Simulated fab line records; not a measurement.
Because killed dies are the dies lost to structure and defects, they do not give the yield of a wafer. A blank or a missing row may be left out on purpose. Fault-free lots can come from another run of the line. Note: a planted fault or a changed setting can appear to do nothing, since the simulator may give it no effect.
Split-lot study / flow n5_finfet / route with 1938 steps; 7 lots, 21 wafers read

## SPLIT DETAILS
At N5_BEOL_M4_PECVD_72 (deposits SiO2 from TEOS/O2, target thk 16 nm, time 18 s), the setting temp_c was moved away from the recipe's 400 C on 7 of the 21 wafers read, by -4.0% to +3.4%. This setting was run at the recipe's value on the other wafers.

The split's own step is where the reading is taken.

## THE READING
SiO2_of_BEOL_M4_PECVD_72.thk_nm (the simulator's own value, which no gauge read), in nm, at N5_BEOL_M4_PECVD_72 (deposits SiO2 from TEOS/O2, target thk 16 nm, time 18 s). There is no usual value for it anywhere in the file. Average 15.9 nm, standard deviation 0.21 nm, over the 14 wafers here run with the recipe.

wafer=L079.2; tool, chamber at the split=pecvd-02, 1; temp_c as run, C=413.7; against the recipe=+3.4%; SiO2_of_BEOL_M4_PECVD_72.thk_nm, nm=14.2; against lot-mates on the recipe=-1.8
wafer=L079.5; tool, chamber at the split=pecvd-02, 1; temp_c as run, C=413.7; against the recipe=+3.4%; SiO2_of_BEOL_M4_PECVD_72.thk_nm, nm=14.4; against lot-mates on the recipe=-1.6
wafer=L079.6; tool, chamber at the split=pecvd-02, 2; temp_c as run, C=400; against the recipe=recipe; SiO2_of_BEOL_M4_PECVD_72.thk_nm, nm=16; against lot-mates on the recipe=-
wafer=L080.1; tool, chamber at the split=pecvd-03, 2; temp_c as run, C=400; against the recipe=recipe; SiO2_of_BEOL_M4_PECVD_72.thk_nm, nm=15.4; against lot-mates on the recipe=-
wafer=L080.2; tool, chamber at the split=pecvd-03, 0; temp_c as run, C=400; against the recipe=recipe; SiO2_of_BEOL_M4_PECVD_72.thk_nm, nm=16; against lot-mates on the recipe=-
wafer=L080.3; tool, chamber at the split=pecvd-03, 2; temp_c as run, C=400; against the recipe=recipe; SiO2_of_BEOL_M4_PECVD_72.thk_nm, nm=15.8; against lot-mates on the recipe=-
wafer=L082.4; tool, chamber at the split=pecvd-01, 1; temp_c as run, C=400; against the recipe=recipe; SiO2_of_BEOL_M4_PECVD_72.thk_nm, nm=16; against lot-mates on the recipe=-
wafer=L082.5; tool, chamber at the split=pecvd-01, 2; temp_c as run, C=409.4; against the recipe=+2.3%; SiO2_of_BEOL_M4_PECVD_72.thk_nm, nm=15.4; against lot-mates on the recipe=-0.7
wafer=L082.6; tool, chamber at the split=pecvd-01, 0; temp_c as run, C=400; against the recipe=recipe; SiO2_of_BEOL_M4_PECVD_72.thk_nm, nm=16.2; against lot-mates on the recipe=-
wafer=L088.1; tool, chamber at the split=pecvd-03, 2; temp_c as run, C=400; against the recipe=recipe; SiO2_of_BEOL_M4_PECVD_72.thk_nm, nm=15.8; against lot-mates on the recipe=-
wafer=L088.5; tool, chamber at the split=pecvd-03, 2; temp_c as run, C=400; against the recipe=recipe; SiO2_of_BEOL_M4_PECVD_72.thk_nm, nm=15.8; against lot-mates on the recipe=-
wafer=L088.2; tool, chamber at the split=pecvd-03, 1; temp_c as run, C=400; against the recipe=recipe; SiO2_of_BEOL_M4_PECVD_72.thk_nm, nm=15.6; against lot-mates on the recipe=-
wafer=L090.1; tool, chamber at the split=pecvd-01, 2,0; temp_c as run, C=400; against the recipe=recipe; SiO2_of_BEOL_M4_PECVD_72.thk_nm, nm=16; against lot-mates on the recipe=-
wafer=L090.4; tool, chamber at the split=pecvd-01, 2,0; temp_c as run, C=400; against the recipe=recipe; SiO2_of_BEOL_M4_PECVD_72.thk_nm, nm=16; against lot-mates on the recipe=-
wafer=L090.3; tool, chamber at the split=pecvd-01, 1; temp_c as run, C=383.8; against the recipe=-4.0%; SiO2_of_BEOL_M4_PECVD_72.thk_nm, nm=17.8; against lot-mates on the recipe=+1.8
wafer=L094.2; tool, chamber at the split=pecvd-01, 1,2; temp_c as run, C=400; against the recipe=recipe; SiO2_of_BEOL_M4_PECVD_72.thk_nm, nm=16; against lot-mates on the recipe=-
wafer=L094.3; tool, chamber at the split=pecvd-01, 1,2; temp_c as run, C=400; against the recipe=recipe; SiO2_of_BEOL_M4_PECVD_72.thk_nm, nm=16; against lot-mates on the recipe=-
wafer=L094.4; tool, chamber at the split=pecvd-01, 2; temp_c as run, C=400; against the recipe=recipe; SiO2_of_BEOL_M4_PECVD_72.thk_nm, nm=16.2; against lot-mates on the recipe=-
wafer=L097.1; tool, chamber at the split=pecvd-03, 1; temp_c as run, C=394.5; against the recipe=-1.4%; SiO2_of_BEOL_M4_PECVD_72.thk_nm, nm=16.2; against lot-mates on the recipe=no lot-mate on the recipe
wafer=L097.2; tool, chamber at the split=pecvd-03, 2; temp_c as run, C=394.5; against the recipe=-1.4%; SiO2_of_BEOL_M4_PECVD_72.thk_nm, nm=16; against lot-mates on the recipe=no lot-mate on the recipe
wafer=L097.4; tool, chamber at the split=pecvd-03, 1; temp_c as run, C=394.5; against the recipe=-1.4%; SiO2_of_BEOL_M4_PECVD_72.thk_nm, nm=16.6; against lot-mates on the recipe=no lot-mate on the recipe
The file does not say which wafer passed through which chamber wherever a row lists several chambers: such a row stands for several wafers.

FIT RESULTS
A straight line over all 21 wafers: SiO2_of_BEOL_M4_PECVD_72.thk_nm changes by -0.418 nm for each +1% of temp_c; r = -0.93; the points scatter about the line by 0.26 nm.
The same after taking each lot's own level away (the mean of its wafers on the recipe; 18 wafers): -0.454 nm for each +1%; r = -0.98; scatter 0.17 nm.
The reading moves by 1.8 nm for the largest change in temp_c, on that fit.
From 15.73 to 16.10 nm: that is the span of the lots' own levels, equal to 1.7 times the standard deviation above.
Consequently the slope shifts little with the lot-to-lot level, the two slopes agreeing.
Check: +1.88 nm against its lot-mates is what the line predicts for one of the wafers moved furthest among these (-4.0%) when that wafer is left out of the fit. It came out at +1.8 nm against them.

## OTHER SPLITS APPLIED TO THESE WAFERS
These wafers also went through other splits before the reading. Each is held against what the fit with the lots' levels taken away leaves over:
other split on the same wafers=N5_MOL_CONTACT_COAG_COAT_76 spin_rpm; wafers away from the commonest value=9; r with SiO2_of_BEOL_M4_PECVD_72.thk_nm (lot level and that fit taken away)=+0.01
other split on the same wafers=N5_BEOL_M0_SAQP_COAT_08 spin_rpm; wafers away from the commonest value=6; r with SiO2_of_BEOL_M4_PECVD_72.thk_nm (lot level and that fit taken away)=+0.59
other split on the same wafers=N5_BEOL_M0_SAQP_EXPOSE_11 dose_mj; wafers away from the commonest value=5; r with SiO2_of_BEOL_M4_PECVD_72.thk_nm (lot level and that fit taken away)=+0.29
other split on the same wafers=N5_BEOL_M0_SAQP_COAT_72 spin_rpm; wafers away from the commonest value=6; r with SiO2_of_BEOL_M4_PECVD_72.thk_nm (lot level and that fit taken away)=-0.31
other split on the same wafers=N5_BEOL_M0_ETCH_109 bias_w; wafers away from the commonest value=11; r with SiO2_of_BEOL_M4_PECVD_72.thk_nm (lot level and that fit taken away)=+0.07
other split on the same wafers=N5_BEOL_M3_COAT_05 spin_rpm; wafers away from the commonest value=9; r with SiO2_of_BEOL_M4_PECVD_72.thk_nm (lot level and that fit taken away)=+0.12
other split on the same wafers=N5_BEOL_M4_ILD_DEP_00 time_s; wafers away from the commonest value=6; r with SiO2_of_BEOL_M4_PECVD_72.thk_nm (lot level and that fit taken away)=-0.62

## FILE'S OWN FIT
SiO2_of_BEOL_M4_PECVD_72.thk_nm changes by -0.438 nm for each +1% of temp_c, r = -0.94.
